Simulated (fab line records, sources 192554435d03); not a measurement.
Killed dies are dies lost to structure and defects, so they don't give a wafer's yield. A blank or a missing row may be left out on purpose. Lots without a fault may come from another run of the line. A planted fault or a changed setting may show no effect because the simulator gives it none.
fab line records | flow n5_finfet
record lots=4 wafers=12 last_day=21
route steps=1938 shown BEOL_M6@1199 PASSIVATION@1936
lots that met no fault: from a run of the same line without faults
start_h: hours from the record's first day to the start of the lot's first wafer shown | wait_h: hours since the lot's step before | " the same as in the row above | L1.1+2: a row that stands for several wafers | - no value, or no start given | * or withheld: withheld | < > ~ a bound
route shown NAME@n: a module of which the file shows steps, and the number in the route of the first | usual: mean/standard deviation of fault-free wafers | same: alike in all rows | chamber/n: place in a boat | sites: the reading at each site | _std_site: their standard deviation | _edge_site: outer sites' mean less inner sites' | radius_mm: how far each site lies from the wafer's centre | mask NAME#n: copy n | behind: the tool/chamber that last shaped the wafer | hold: why the lot was held/for how many hours/how that ended | device: the transistor (n, p or np) that didn't switch | end of line: the same wafers' tests at the end of the route | a step without rows: its recipe alone | killed: dies lost to structure and defects at the first sort, not the wafer's yield | map: a wafer's dies, x killed, . not, _ none there
set.NAME: the setting as run; set.NAME@STEP: as run at that earlier step | model.NAME: the simulator's own value behind a step, which no gauge read
lots at some steps of the route; a table a step, a row a wafer
services: from which hour (start_h, from the record's first day; less than 0 if before it) a tool's chamber was out of use, for how many hours, and why
## steps
# step N5_BEOL_M6_COAT_59
# recipe resist=SOC temp_c=250 time_s=60 spin_rpm=1500 resist_thk_nm=100
# step N5_BEOL_M6_COAT_60
# recipe resist=SiARC temp_c=220 time_s=60 spin_rpm=1500 resist_thk_nm=35
# step N5_BEOL_M6_COAT_05
# recipe resist=CAR-ArF spin_rpm=1500 resist_thk_nm=90
# step N5_BEOL_M6_EBR_07
# recipe solvent=PGMEA ebr_width_mm=1.5
# step N5_BEOL_M6_SOFTBAKE_06
# recipe temp_c=110 time_s=60 resist=CAR-ArF
# step N5_BEOL_M6_EXPOSE_08
# recipe mask_id=M6 na=1.35 source_shape=dipole sigma_inner=0.817 sigma_outer=0.97 polarization=te dose_mj=68.25
# step N5_BEOL_M6_PEB_09
# recipe peb_temp_c=withheld peb_time_s=60 resist=CAR-ArF
# step N5_BEOL_M6_DEVELOP_10
# recipe develop_time_s=30 developer=TMAH resist=CAR-ArF rinse_liquid=diw dry=air_spin dev_temp_c=23
# step N5_BEOL_M6_DESCUM_16
# recipe chemistry=O2 time_s=7.9 source_power_w=50 bias_power_w=20 pressure_mtorr=20 rf_frequency_hz=2.712e+07 temp_c=40 resist=CAR-ArF o2_flow_sccm=225
# step N5_BEOL_M6_ETCH_61
# recipe chemistry=CF4 target=SiARC target_depth_a=455 mask_material=CAR-ArF time_s=75.8 ion_energy_ev=80 pressure_mtorr=40 source_w=545 bias_w=36 Ar_flow_sccm=100 cf4_flow_sccm=100 ends=cleared
# usual drypump_motor_current_A=5.9/0.43 etch_rf_on_time_s=75.3/2.4 oes_product_au=0.70/0.07 rf_vpp_V=184.3/1 showerhead_plenum_p_Torr=2.17/0.057 throttle_valve_pct=15.51/0.13
# columns lot.wafer tool chamber start_h wait_h drypump_motor_current_A etch_rf_on_time_s oes_product_au rf_hours_counter_h rf_vpp_V showerhead_plenum_p_Torr throttle_valve_pct
L168.2 rie_diel-01 3 295.89 0.0 6.4 79.8 0.59 215 185.1 2.11 15.49
L168.3 " 2 " " 5.5 76.1 0.60 225 183.3 2.12 15.60
L168.5 " 0 " " 6.2 78.0 0.66 - 184.2 2.24 15.57
L169.1 rie_diel-01 2 296.14 0.0 5.5 75.6 0.60 225 183.0 2.12 15.60
L169.5 " 0 " " 6.2 77.0 0.66 - 185.1 2.24 15.55
L169.6 " 1 " " 5.9 75.9 0.78 - 183.2 2.11 15.50
L186.2 rie_diel-04 3 406.16 0.0 5.7 69.7 0.80 34 185.3 2.16 15.30
L186.3 " 1 " " 6.3 76.6 0.71 87 185.5 2.16 15.61
L186.4 " 2 " " 5.7 75.6 0.62 179 185.1 2.14 15.67
L187.1 rie_diel-04 1 418.29 0.0 6.3 75.9 0.71 91 184.0 2.16 15.62
L187.4 " 3 " " 5.6 70.9 0.79 38 184.4 2.16 15.30
L187.5 " 1 " " 6.3 75.9 0.71 - 182.8 2.16 15.62
# step N5_BEOL_M6_ETCH_62
# recipe chemistry=N2/H2 target=SOC target_depth_a=1100 overetch_a=220 mask_material=SiARC temp_c=40 time_s=165 ion_energy_ev=200 pressure_mtorr=30 source_w=840 bias_w=150 n2_flow_sccm=200 h2_flow_sccm=200
# step N5_BEOL_M6_STRIP_68
# recipe chemistry=N2/H2 temp_c=40 n2_flow_sccm=200 h2_flow_sccm=200 rf_frequency_hz=6e+07
# step N5_BEOL_M6_STRIP_67
# recipe chemistry=CF4 resist=SiARC power_w=300 bias_power_w=75 pressure_mtorr=50 cf4_flow_sccm=150 rf_frequency_hz=6e+07
# step N5_BEOL_M6_HM_OPEN_17
# recipe chemistry=Cl2/BCl3 target_depth_a=200 overetch_a=60 target=TiN mask_material=SOC ion_energy_ev=150 pressure_mtorr=10 icp_w=1000 bias_w=126 Cl2_flow_sccm=53.25 bcl3_flow_sccm=21.75 Ar_flow_sccm=25
# step N5_BEOL_M6_STRIP_19
# recipe chemistry=O2 power_w=400 temp_c=40 pressure_mtorr=30 rf_frequency_hz=6e+07 bias_power_w=0 overash_fraction=0.2 o2_flow_sccm=225
# step N5_BEOL_M6_COAT_63
# recipe resist=SOC temp_c=250 time_s=60 spin_rpm=1500 resist_thk_nm=60
# step N5_BEOL_M6_COAT_64
# recipe resist=SiARC temp_c=220 time_s=60 spin_rpm=1500 resist_thk_nm=12
# step N5_BEOL_M6_COAT_71
# recipe resist=underlayer temp_c=205 time_s=60 spin_rpm=1500 resist_thk_nm=5
# step N5_BEOL_M6_COAT_22
# recipe resist=CAR-EUV spin_rpm=1500 resist_thk_nm=30
# step N5_BEOL_M6_EBR_24
# recipe solvent=PGMEA ebr_width_mm=1.5
# step N5_BEOL_M6_SOFTBAKE_23
# recipe temp_c=110 time_s=60 resist=CAR-EUV
# step N5_BEOL_M6_EXPOSE_25
# recipe mask_id=V5 na=0.33 source_shape=annular sigma_inner=0.4 sigma_outer=0.8 polarization=unpolarized target_cd_nm=40 dose_mj=45
# step N5_BEOL_M6_PEB_26
# recipe peb_temp_c=100 peb_time_s=60 resist=CAR-EUV
# step N5_BEOL_M6_DEVELOP_27
# recipe develop_time_s=30 developer=TMAH resist=CAR-EUV rinse_liquid=surfactant_rinse dry=air_spin dev_temp_c=23
# step N5_BEOL_M6_INSPECT_30
# recipe mode=adi inspect_instrument=brightfield
# usual raw_defect_count=419/110
# columns lot.wafer tool chamber start_h wait_h raw_defect_count
L169.1 defect_inspect-02 - 298.07 0.1 973
L169.5 " - " " 834
L169.6 " - " " 959
L168.2 defect_inspect-02 - 298.24 0.0 855
L168.3 " - " " 864
L168.5 " - " " 841
L186.2 defect_inspect-02 - 410.12 0.0 332
L186.3 " - " " 429
L186.4 " - " " 303
L187.1 defect_inspect-01 - 419.38 0.1 433
L187.4 " - " " 559
L187.5 " - " " 392
# step N5_BEOL_M6_DESCUM_33
# recipe chemistry=O2 time_s=7 source_power_w=50 bias_power_w=20 pressure_mtorr=20 rf_frequency_hz=2.712e+07 temp_c=40 resist=CAR-EUV o2_flow_sccm=225
# step N5_PASSIVATION_PROBE_49
# usual defect_limited_yield=91.1/1.4 killed_at_M0_to_M3=34/9.6 killed_at_M4_up=15/5.3 killed_at_contacts=12/6.1 killed_at_front_end=40/11 killed_at_other=3.5/2.8 killed_dies=105/17 killed_open=70/12 killed_short=34/7.7 sort_bin_5_function=5.2/0.97 sort_bin_6_memory=3.4/0.62 sort_n_pass=1075/17 sort_yield_pct=91.1/1.4
# same gross_dies=1180 killed_at_back_side=0 sort_bin_4_leakage[%]=0 sort_bin_8_speed[%]=0
# columns lot.wafer tool chamber start_h wait_h defect_limited_yield[%] killed_at_M0_to_M3 killed_at_M4_up killed_at_contacts killed_at_front_end killed_at_other killed_dies killed_open killed_short sort_bin_5_function[%] sort_bin_6_memory[%] sort_n_pass sort_yield_pct[%]
L168.2 prober-02 - 391.43 0.1 81.6 37 130 19 27 4 217 66 34 11.1 4.7 963 81.6
L168.3 prober-02 - 391.48 0.1 87.5 33 68 10 35 1 147 57 32 7.8 3.4 1033 87.5
L168.5 prober-02 - 391.58 0.2 83.6 29 132 7 24 1 193 60 22 10.5 3.7 987 83.6
L169.1 prober-01 - 403.39 0.0 84.6 30 77 16 55 4 182 84 39 9.0 5.0 998 84.6
L169.5 prober-01 - 403.59 0.2 82.4 21 118 11 57 1 208 62 33 11.5 4.0 972 82.4
L169.6 prober-01 - 403.64 0.3 85.6 30 88 12 37 3 170 64 30 8.6 4.2 1010 85.6
L186.2 prober-02 - 501.38 0.3 91.2 31 15 9 46 3 104 73 30 5.1 3.5 1076 91.2
L186.3 prober-02 - 501.43 0.4 91.4 33 16 7 36 10 102 71 30 5.2 3.2 1078 91.4
L186.4 prober-02 - 501.48 0.4 91.9 30 17 8 38 3 96 65 30 4.8 3.2 1084 91.9
L187.1 prober-01 - 510.06 0.0 91.9 22 17 8 43 5 95 59 35 4.5 3.3 1085 91.9
L187.4 prober-01 - 510.21 0.2 93.0 23 16 14 25 5 83 61 22 4.2 2.6 1097 93.0
L187.5 prober-01 - 510.26 0.2 89.7 40 13 14 48 6 121 65 55 6.1 3.7 1059 89.7
# killed by level:class
L168.2 BEOL_M6:unspecified=117 BEOL_M1:geometric_particle:open=14 MOL_CONTACT_COAG:geometric_particle:open=12 MOL_CONTACT_COAG:geometric_particle:short=7 STI_FIN_REVEAL:geometric_particle:open=5 BEOL_M0_SAQP:geometric_particle:open=5 BEOL_M0_SAQP:geometric_particle:short=5 BEOL_M3:geometric_particle:open=5
L168.3 BEOL_M6:unspecified=57 BEOL_M1:geometric_particle:open=15 ILD0:geometric_particle:short=9 MOL_CONTACT_COAG:geometric_particle:open=8 STI_FIN_REVEAL:geometric_particle:open=5 DUMMY_GATE:geometric_particle:open=5 GATE_CUT:geometric_particle:short=5 BEOL_M3:geometric_particle:short=4
L168.5 BEOL_M6:unspecified=111 BEOL_M3:geometric_particle:open=10 STI_FIN_REVEAL:geometric_particle:open=8 MOL_CONTACT_COAG:geometric_particle:open=6 BEOL_M4:geometric_particle:open=6 BEOL_M0_SAQP:geometric_particle:short=5 BEOL_M4:geometric_particle:short=5 DUMMY_GATE:geometric_particle:open=3
L169.1 BEOL_M6:unspecified=57 FIN_SAQP:geometric_particle:open=22 MOL_CONTACT_COAG:geometric_particle:open=14 FIN_SAQP:geometric_particle:short=11 BEOL_M2:geometric_particle:open=8 BEOL_M0_SAQP:geometric_particle:open=7 ILD0:geometric_particle:short=5 BEOL_M5:geometric_particle:open=5
L169.5 BEOL_M6:unspecified=113 FIN_SAQP:geometric_particle:open=26 MOL_CONTACT_COAG:geometric_particle:open=9 FIN_SAQP:geometric_particle:short=8 BEOL_M3:geometric_particle:short=5 BEOL_M3:geometric_particle:open=5 STARTING-WAFER:geometric_particle:short=5 ILD0:geometric_particle:short=4
L169.6 BEOL_M6:unspecified=74 FIN_SAQP:geometric_particle:open=15 MOL_CONTACT_COAG:geometric_particle:open=10 BEOL_M1:geometric_particle:open=7 FIN_SAQP:geometric_particle:short=6 BEOL_M0_SAQP:geometric_particle:open=5 BEOL_M3:geometric_particle:short=5 STI_FIN_REVEAL:geometric_particle:open=4
L186.2 STI_FIN_REVEAL:geometric_particle:open=21 FIN_SAQP:geometric_particle:open=8 MOL_CONTACT_COAG:geometric_particle:open=8 BEOL_M0_SAQP:geometric_particle:short=8 BEOL_M4:geometric_particle:open=7 BEOL_M2:geometric_particle:open=6 BEOL_M1:geometric_particle:open=5 FIN_SAQP:geometric_particle:short=4
L186.3 FIN_SAQP:geometric_particle:open=8 BEOL_M4:geometric_particle:open=8 FIN_SAQP:geometric_particle:short=7 BEOL_M3:geometric_particle:open=7 STI_FIN_REVEAL:geometric_particle:open=6 BEOL_M0:geometric_particle:open=6 BEOL_M2:geometric_particle:open=6 SPACER0:geometric_particle:open=5
L186.4 STI_FIN_REVEAL:geometric_particle:open=9 BEOL_M4:geometric_particle:open=9 BEOL_M0_SAQP:geometric_particle:short=7 BEOL_M2:geometric_particle:open=7 FIN_SAQP:geometric_particle:short=6 FIN_SAQP:geometric_particle:open=5 DUMMY_GATE:geometric_particle:open=5 STI_FIN_REVEAL:geometric_particle:short=4
L187.1 STI_FIN_REVEAL:geometric_particle:open=11 GATE_CUT:geometric_particle:short=9 MOL_CONTACT_COAG:geometric_particle:open=7 BEOL_M4:geometric_particle:open=7 FIN_SAQP:geometric_particle:open=6 BEOL_M1:geometric_particle:open=5 BEOL_M0_SAQP:geometric_particle:open=4 BEOL_M2:geometric_particle:open=4
L187.4 MOL_CONTACT_COAG:geometric_particle:open=13 BEOL_M0_SAQP:geometric_particle:open=10 STI_FIN_REVEAL:geometric_particle:open=7 BEOL_M2:geometric_particle:open=6 BEOL_M4:geometric_particle:open=5 DUMMY_GATE:geometric_particle:open=4 GATE_CUT:geometric_particle:short=4 BEOL_M0_SAQP:geometric_particle:short=4
L187.5 BEOL_M0_SAQP:geometric_particle:short=10 FIN_SAQP:geometric_particle:short=9 MOL_CONTACT_COAG:geometric_particle:open=8 STI_FIN_REVEAL:geometric_particle:open=7 FIN_SAQP:geometric_particle:open=6 MOL_CONTACT_COAG:geometric_particle:short=6 BEOL_M0:geometric_particle:open=5 BEOL_M2:geometric_particle:open=5
# map L168.2 (x killed, . not)
_________________......x.....________________
______________.................._____________
___________x..............x........__________
__________...x......x....x.........._________
________..x.........x...........x....x_______
_______.x.......x............x......x..______
______x.....xxxxx....xx..............x.._____
_____....x..xxxxxxx......xx.x............____
____...x...xxxxxxxxx..................x...___
___.....xx.xxxxxxxxxxx.....................__
___......xxxxxxxxxxxxxx...x................__
__.....xxxxxxxxxxxxxx..x..........x.x....x.._
__.x.......xxxxxxxxxx.x.....x....x.........._
_x...x....xxxxxxxxxxx..........x..........x..
_..x...xx.xxxxxxxxxxxx.............x........x
_x......xxxxxx.x.x.xx....x.xx.x....x.....x...
_....x......x..xxx.xxx.............xx........
_...........xx...x.....x....x..xx.....xx....x
_..x......x.x..x..........................x..
_............................................
_...............x............x...............
__xx..............x.......................x._
__...x....x........x...................x...._
___.................x......................__
___............x...................x......x__
____.x......x.......................x.....___
_____.......x......x.....................____
______.......x.........x................_____
_______......x............x....x......x______
________..xx....x..................x.._______
__________.......x.......x....x....._________
___________x....x......x...........__________
______________x................._____________
_________________..x.......x.________________
# map L169.5 (x killed, . not)
_________________............________________
______________...x.............._____________
___________.....x......x...........__________
__________........x........x........_________
________..........x..x..x..x...x......_______
_______.x....x....x.........x.....x....______
______...........................x......_____
_____...x...............................x____
____....x.x........x........x.x...........___
___.........x..........x..............x..x.__
___...........................x............__
__....x.........x...x...................x..._
__................x.......x............x...._
_.............xx.............................
_...................x...x..xx.xx.............
_.x..x..............x........................
_....x.................x.....................
_x..........x....x......x....x.......x.......
_.............x.........xxx........x......x..
_.x............x.......x............x........
_.....................x.....x..x..x..........
__..x.................x.......x............._
__..........x.....x..xx....................._
___......x....xx..xxx...............x......__
___....x.x.....xxxx..xxx......x..........x.__
____.........xx.xxxxxxx...................___
_____...x....xxxxxxxxxxxxx...x...........____
______.......xxxxxxxxxxxx.x.xx......xxx._____
_______.....xxxxxxxxxxxxxx..x.x........______
________...x.xxxxxxxxxxxxx.xx........._______
__________...xxxxxxxxxxxxx.........x_________
___________..xxxxxxxxxxxx.......x.x__________
______________.xxxxxx.xxx......._____________
_________________..xx.xx.....________________
## services
# columns tool chamber start_h hours kind
rie_diel-04 - 287.48 28.1 pm
rie_diel-01 1 310.36 2.1 repair
rie_diel-04 2 339.41 7.8 repair
rie_diel-01 2 354.43 - clean
rie_diel-01 2 354.43 - consumable_replace:focus_ring
rie_diel-01 2 354.43 23.2 scheduled_down
rie_diel-01 2 354.43 23.2 vent_cycle
rie_diel-01 3 377.91 - clean
rie_diel-01 3 377.91 - consumable_replace:focus_ring
rie_diel-01 3 377.91 30.8 scheduled_down
rie_diel-01 3 377.91 30.8 vent_cycle
## key
first_sign step=N5_BEOL_M6_INSPECT_30 reading=raw_defect_count direction=up sigmas=4.2 usual=419 struck=888
effect step=N5_PASSIVATION_PROBE_49 reading=killed_at_M4_up direction=up sigmas=17 usual=15 struck=102
more_kills_born_at N5_BEOL_M6_ETCH_61@rie_diel-01=529
met_at N5_BEOL_M6_ETCH_61
struck_wafers L168.2,L168.3,L168.5,L169.1,L169.5,L169.6
fault kind=chamber_particle_source tool=rie_diel-01 chamber=- onset_h=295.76 steps=N5_BEOL_M6_ETCH_61 rate_per_visit_cm2=0.75398 end_h=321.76
